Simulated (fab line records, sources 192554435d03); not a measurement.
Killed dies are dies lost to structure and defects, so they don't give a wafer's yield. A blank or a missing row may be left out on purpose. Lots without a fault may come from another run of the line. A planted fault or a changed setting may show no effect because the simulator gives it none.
Chamber matching | flow n5_finfet | N5_PASSIVATION_VIA_ETCH_13 on rie_diel-01: 4 sister chambers
The step etches SiO2 in CHF3/O2, target depth 660 nm, time 330 s. 8 wafers are shown with their chamber, then 7 later ones without.

WAFERS WITH THEIR CHAMBER
wafer  | chamber | rf_vpp_V (V) | drypump_motor_current_A (A)
L180.1 | 0       | 534          | 5.5
L183.2 | 1       | 534          | 5.4
L183.4 | 0       | 531          | 5.5
L189.1 | 2       | 536          | 5.2
L189.5 | 3       | 497          | 6.1
L189.6 | 2       | 535          | 5.2
L193.2 | 3       | 497          | 6.0
L193.5 | 1       | 534          | 5.4

WAFERS WITHOUT THEIR CHAMBER
wafer  | rf_vpp_V (V) | drypump_motor_current_A (A)
L193.6 | 496          | 6.0
L201.2 | 496          | 6.0
L201.5 | 535          | 5.4
L201.6 | 530          | 5.5
L202.4 | 535          | 5.3
L202.5 | 535          | 5.4
L202.6 | 534          | 5.3

WHICH CHAMBER EACH WENT THROUGH
wafer  | from the rows above     | in truth
L193.6 | 3                       | 3
L201.2 | 3                       | 3
L201.5 | 1                       | 1
L201.6 | 0                       | 0
L202.4 | can't be placed: 2 or 1 | 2
L202.5 | 1                       | 1
L202.6 | can't be placed: 1 or 2 | 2
Placed correctly: 5 of 7. Can't be placed from these rows: 2 (the true chamber is among the candidates in 2). Placed wrongly: 0.
How it was worked out, from the rows above alone: a wafer's distance from a chamber is the root of the sum, over the readings, of the square of ((its reading less the chamber's mean) divided by the reading's scatter). The wafer belongs to the nearest chamber; if the next one is less than 2 further off, it can't be placed. A chamber's mean is the mean of its shown wafers. The scatter: the root of (the sum of the squares of (reading less its chamber's mean) over the shown wafers, divided by (wafers less chambers)).
